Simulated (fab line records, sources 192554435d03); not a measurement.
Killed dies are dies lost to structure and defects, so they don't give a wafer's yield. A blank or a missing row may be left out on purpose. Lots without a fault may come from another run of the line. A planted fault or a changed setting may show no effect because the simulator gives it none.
Which tool did it? | flow n5_finfet | 8 lots, 24 wafers sampled, at 5 steps of a route of 1938

WHAT THE GAUGES READ, wafer by wafer
N5_BEOL_M4_RC_MEAS_101.
lot  | measured     | on        | DIBL_N (mV/V)
L399 | day 9 01:07  | prober-02 | 36.7 34.7 35.8
L400 | day 9 06:21  | prober-02 | 35.2 36.7 34.6
L405 | day 10 11:44 | prober-01 | 34.5 34.3 34.4
L408 | day 11 05:12 | prober-01 | 35.2 35.3 32.8
L409 | day 11 09:48 | prober-01 | 34.9 32.8 36.9
L414 | day 14 00:33 | prober-01 | 33.4 39.1 38.7
L415 | day 12 11:17 | prober-02 | 35.3 39.6 34.0
L416 | day 13 21:14 | prober-02 | 38.0 38.9 38.2

WHICH TOOL RAN EACH LOT (tool, then ch and the chambers of the sampled wafers, then the start)
lot  | N5_SD_EPI_P_ETCH_36               | N5_SD_EPI_P_ETCHBACK_46           | N5_SD_ACTIVATION_RTA_00         | N5_ILD0_CMP_07
L399 | rie_diel-05 ch 0,3, day 4 03:27   | rie_diel-05 ch 0,3, day 4 03:50   | rtp_anneal-02 ch 0, day 4 07:10 | cmp-02 ch 1,2, day 4 10:49
L400 | rie_diel-03 ch 2,3, day 4 05:34   | rie_diel-03 ch 2,3, day 4 05:56   | rtp_anneal-02 ch 0, day 4 09:24 | cmp-03 ch 0,1,2, day 4 13:02
L405 | rie_diel-03 ch 1,2, day 5 12:41   | rie_diel-03 ch 1,2, day 5 13:04   | rtp_anneal-02 ch 0, day 5 16:37 | cmp-02 ch 0,3, day 5 20:11
L408 | rie_diel-03 ch 0,1,3, day 6 06:56 | rie_diel-03 ch 0,1,3, day 6 07:19 | rtp_anneal-02 ch 0, day 6 10:44 | cmp-03 ch 0,1,3, day 6 14:12
L409 | rie_diel-03 ch 1,3, day 6 12:26   | rie_diel-03 ch 1,3, day 6 12:49   | rtp_anneal-02 ch 0, day 6 16:10 | cmp-01 ch 2,3, day 6 19:40
L414 | rie_diel-06 ch 1,2, day 7 19:20   | rie_diel-06 ch 1,2, day 7 19:44   | rtp_anneal-01 ch 0, day 8 03:50 | cmp-02 ch 0,3, day 8 08:18
L415 | rie_diel-03 ch 0,2, day 7 23:13   | rie_diel-03 ch 0,2, day 7 23:35   | rtp_anneal-01 ch 0, day 8 03:19 | cmp-03 ch 0,2, day 8 06:46
L416 | rie_diel-06 ch 0,1,3, day 8 06:07 | rie_diel-06 ch 0,1,3, day 8 06:29 | rtp_anneal-01 ch 0, day 8 10:44 | cmp-01 ch 0,1,2, day 8 14:08
- N5_SD_EPI_P_ETCH_36: etches SiARC in CF4, target depth 45.5 nm, time 75.8 s.
- N5_SD_EPI_P_ETCHBACK_46: etches SiNx in CH3F/O2, stops on SiO2, target depth 17.5 nm.
- N5_SD_ACTIVATION_RTA_00: time 0 s.
- N5_ILD0_CMP_07: polishes SiO2 flowable, stops on poly-Si, t overpolish 1.18 s, target thk 138.88 nm.

THE ANSWER, worked out from the rows above alone
Rule: what is usual is taken from the lots themselves. Put in order of their means at a reading, lots are off if they are a third of the lots or fewer, leave a main group of 4 or more, and stand apart from it by a gap of 3 or more times the standard deviation of the main group's means; of several such gaps the widest counts. A main group whose means are all the same, to the digits that the tables above print for the reading, isn't used. A lot without any number at a reading at which 4 lots or more have one is off too. The other lots that the step has rows for count as sound.
No lot is off at any reading shown: from this, nothing can be told.

WHAT THE SIMULATOR HAD PUT IN
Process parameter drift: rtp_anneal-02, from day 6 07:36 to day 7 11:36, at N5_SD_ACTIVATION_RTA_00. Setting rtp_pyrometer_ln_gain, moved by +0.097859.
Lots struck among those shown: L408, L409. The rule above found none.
